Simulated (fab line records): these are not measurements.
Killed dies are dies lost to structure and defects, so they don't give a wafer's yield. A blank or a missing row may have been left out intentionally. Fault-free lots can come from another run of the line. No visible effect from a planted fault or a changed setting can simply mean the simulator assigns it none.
Split-lot trial | flow n5-finfet | 39 wafers read from 7 lots, route of 1938 steps

== SPLIT DETAILS ==
At N5_DUMMY_GATE_ETCH_31 (etches SiO2 in C4F6/O2, target depth 82.5 nm, time 27.5 s), the setting target-depth-a was moved away from the recipe's 825 angstrom on 12 of the 39 wafers read, by -8.6% to +6.6%. This setting was run at the recipe's value on the other wafers.

The reading is taken at the split's own step.

== THE READING ==
SOC_of_DUMMY_GATE_COAT_34.thk-nm (the simulator's own value, which no gauge read), in nm, at N5_DUMMY_GATE_ETCH_31 (etches SiO2 in C4F6/O2, target depth 82.5 nm, time 27.5 s). There is no usual value for it anywhere in the file. The 27 wafers here that ran the recipe average 51.8 nm, standard deviation 0.16 nm.

wafer  | tool, chamber at the split | target-depth-a as run, angstrom | against the recipe | SOC_of_DUMMY_GATE_COAT_34.thk-nm, nm | against lot-mates on the recipe
L074.1 | rie-diel-02, 2             | 825                             | recipe             | 51.8                                 | -
L074.2 | rie-diel-02, 3             | 825                             | recipe             | 51.8                                 | -
L074.3 | rie-diel-02, 0             | 825                             | recipe             | 52                                   | -
L074.4 | rie-diel-02, 1             | 825                             | recipe             | 51.8                                 | -
L074.5 | rie-diel-02, 2             | 825                             | recipe             | 51.8                                 | -
L074.6 | rie-diel-02, 1             | 825                             | recipe             | 51.8                                 | -
L076.1 | rie-diel-03, 1             | 825                             | recipe             | 51.4                                 | -
L076.2 | rie-diel-03, 0             | 825                             | recipe             | 51.6                                 | -
L076.6 | rie-diel-03, 2             | 825                             | recipe             | 51.6                                 | -
L082.1 | rie-diel-05, 1             | 765.4                           | -7.2%              | 53                                   | +1.1
L082.2 | rie-diel-05, 0             | 825                             | recipe             | 51.8                                 | -
L082.3 | rie-diel-05, 2             | 765.4                           | -7.2%              | 52.4                                 | +0.5
L082.4 | rie-diel-05, 3             | 825                             | recipe             | 51.8                                 | -
L082.5 | rie-diel-05, 1             | 765.4                           | -7.2%              | 52.8                                 | +0.9
L082.6 | rie-diel-05, 2             | 825                             | recipe             | 52.2                                 | -
L085.1 | rie-diel-02, 1             | 825                             | recipe             | 51.8                                 | -
L085.2 | rie-diel-02, 0             | 825                             | recipe             | 52                                   | -
L085.3 | rie-diel-02, 2             | 783.6                           | -5.0%              | 52.4                                 | +0.5
L085.4 | rie-diel-02, 3             | 783.6                           | -5.0%              | 52.4                                 | +0.5
L085.5 | rie-diel-02, 1             | 825                             | recipe             | 52                                   | -
L085.6 | rie-diel-02, 2             | 783.6                           | -5.0%              | 52.4                                 | +0.5
L086.1 | rie-diel-05, 2             | 825                             | recipe             | 52                                   | -
L086.2 | rie-diel-05, 0             | 825                             | recipe             | 52                                   | -
L086.3 | rie-diel-05, 1             | 754                             | -8.6%              | 52.8                                 | +0.9
L086.4 | rie-diel-05, 3             | 754                             | -8.6%              | 52.6                                 | +0.7
L086.5 | rie-diel-05, 2             | 825                             | recipe             | 51.8                                 | -
L086.6 | rie-diel-05, 3             | 754                             | -8.6%              | 52.6                                 | +0.7
L093.1 | rie-diel-02, 1             | 879.4                           | +6.6%              | 51                                   | -0.8
L093.2 | rie-diel-02, 0             | 825                             | recipe             | 51.8                                 | -
L093.3 | rie-diel-02, 3             | 825                             | recipe             | 51.8                                 | -
L093.4 | rie-diel-02, 2             | 825                             | recipe             | 51.8                                 | -
L093.5 | rie-diel-02, 0             | 879.4                           | +6.6%              | 51.2                                 | -0.6
L093.6 | rie-diel-02, 1             | 879.4                           | +6.6%              | 51.2                                 | -0.6
L096.1 | rie-diel-02, 2             | 825                             | recipe             | 51.8                                 | -
L096.2 | rie-diel-02, 1             | 825                             | recipe             | 52                                   | -
L096.3 | rie-diel-02, 3             | 825                             | recipe             | 52                                   | -
L096.4 | rie-diel-02, 0             | 825                             | recipe             | 52                                   | -
L096.5 | rie-diel-02, 1             | 825                             | recipe             | 51.8                                 | -
L096.6 | rie-diel-02, 0             | 825                             | recipe             | 51.8                                 | -

THE FIT
A straight line over all 39 wafers: SOC_of_DUMMY_GATE_COAT_34.thk-nm changes by -0.107 nm for each +1% of target-depth-a; r = -0.93; the points scatter about the line by 0.16 nm.
The same after taking each lot's own level away (the mean of its wafers on the recipe; 39 wafers): -0.0969 nm for each +1%; r = -0.95; scatter 0.13 nm.
On that fit, the largest move of target-depth-a shifts the reading by 0.83 nm.
Across the lots, their own levels run from 51.53 to 51.93 nm, a range of 2.5 times the standard deviation given above.
Hence the slope depends on the lot-to-lot level, as the two fits are not the same.
Check: +0.824 nm against its lot-mates is what the line predicts for one of the wafers moved furthest among these (-8.6%) when that wafer is left out of the fit. It came out at +0.867 nm against them.

== THE WHOLE CHAIN: every reading that the file lists as answering this split, in the file's order ==
step                  | what it does                                              | reading                                                                           | change (the file's fit)                | r (the file's)
N5_DUMMY_GATE_ETCH_31 | etches SiO2 in C4F6/O2, target depth 82.5 nm, time 27.5 s | etch.depth-nm (the simulator's own value, which no gauge read)                    | +0.921 nm for each +1% of the setting  | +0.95
N5_DUMMY_GATE_ETCH_31 | etches SiO2 in C4F6/O2, target depth 82.5 nm, time 27.5 s | SOC_of_DUMMY_GATE_COAT_34.thk-nm (the simulator's own value, which no gauge read) | -0.0966 nm for each +1% of the setting | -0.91

== FILE'S OWN FIT ==
SOC_of_DUMMY_GATE_COAT_34.thk-nm changes by -0.0966 nm for each +1% of target-depth-a, r = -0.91.
